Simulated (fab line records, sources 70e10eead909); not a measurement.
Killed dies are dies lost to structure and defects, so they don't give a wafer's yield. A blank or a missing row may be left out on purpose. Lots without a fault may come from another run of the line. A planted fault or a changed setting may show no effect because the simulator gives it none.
A struck lot beside a sound one | flow nand_harc | 15 steps out of a route of 1159
Sound: wafers L956.2, L956.4, L956.5. Struck: wafers L952.2, L952.4, L952.5. The cause comes at the end.
At each step with rows: each side's tool, then ch and its chambers, then its first start. Under that, the readings that differ: sound wafers | struck wafers | difference of the means | sigmas: that difference in standard deviations of wafers without a fault.
alike: readings whose means differ by less than 2 such deviations, and words and numbers that are the same on both sides. not compared: withheld readings, readings that some wafer has no value for, bounds like >300 that may hide the same value, and numbers for which the record gives no deviation and whose values overlap.
The two part at a step that has a row with sigmas, a row that says differs or no value, or rows on one side only. Numbers that don't overlap but have no deviation are shown without sigmas and don't part them. A reading that every wafer of one side lacks parts them only if that side has two wafers or more.

first, 9 steps without rows for these wafers: NHARC_P_GATE_STRIP_50 (strips in SPM, time 900 s); NHARC_P_GATE_DEHYDRATE_51 (time 120 s); NHARC_P_GATE_HMDS_52 (time 30 s); NHARC_P_GATE_COAT_53; NHARC_P_GATE_SOFTBAKE_54 (time 95 s); NHARC_P_GATE_EBR_55; NHARC_P_GATE_EXPOSE_56 (exposes mask P PSD, target cd 720 nm); NHARC_P_GATE_PEB_57 (peb time 85 s); NHARC_P_GATE_DEVELOP_58 (time 70 s).
NHARC_P_GATE_CD_MEAS_59: target cd 720 nm.
  sound on cd_sem-03 ch 0, day 10 02:05; struck on cd_sem-02 ch 0, day 9 07:44
  reading    | sound             | struck            | difference | sigmas
  cd_nm (nm) | 718.1 719.5 718.7 | 722.5 721.1 726.6 | +4.6       | +2
then, 1 step without rows for these wafers: NHARC_P_GATE_HARDBAKE_60 (time 80 s).
NHARC_P_GATE_DESCUM_61: chemistry O2, time 3 s.
  sound on rie_diel-05 ch 1,2, day 10 02:17; struck on rie_diel-08 ch 1,2,3, day 9 07:54
  alike: drypump_motor_current_A, o2_flow_sccm, oes_product_au, rf_vpp_V, showerhead_plenum_p_Torr, throttle_valve_pct
  not compared: rf_hours_counter_h
NHARC_P_GATE_IMPLANT_62:
  sound on implanter-02 ch 0, day 10 02:27; struck on implanter-01, day 9 08:04
  no value came back on the struck wafers for beam_energy_keV, beam_on_s (s); on the sound wafers beam_energy_keV reads 20.006 19.999 20.006
NHARC_P_GATE_STRIP_112: strips in N2/H2, time 200 s.
  sound on plasma_asher-02 ch 0,1, day 10 02:41; struck on plasma_asher-02 ch 0,1, day 9 08:16
  alike: drypump_motor_current_A, heater_power_w
  not compared: rf_hours_counter_h
-- the record jumps here: 15 days lie between the struck wafers' starts before and after (it left off in module P_GATE and takes up again in module END, whose first step shown is number 1159 of the route) --
NHARC_END_SORT_01:
  the record has rows for the struck wafers here (prober-01 ch 0, day 24 10:33) and none for the sound ones

WHERE THEY PART
First at NHARC_P_GATE_CD_MEAS_59; last, within this record, at NHARC_END_SORT_01.

WHY: what the simulator had put in
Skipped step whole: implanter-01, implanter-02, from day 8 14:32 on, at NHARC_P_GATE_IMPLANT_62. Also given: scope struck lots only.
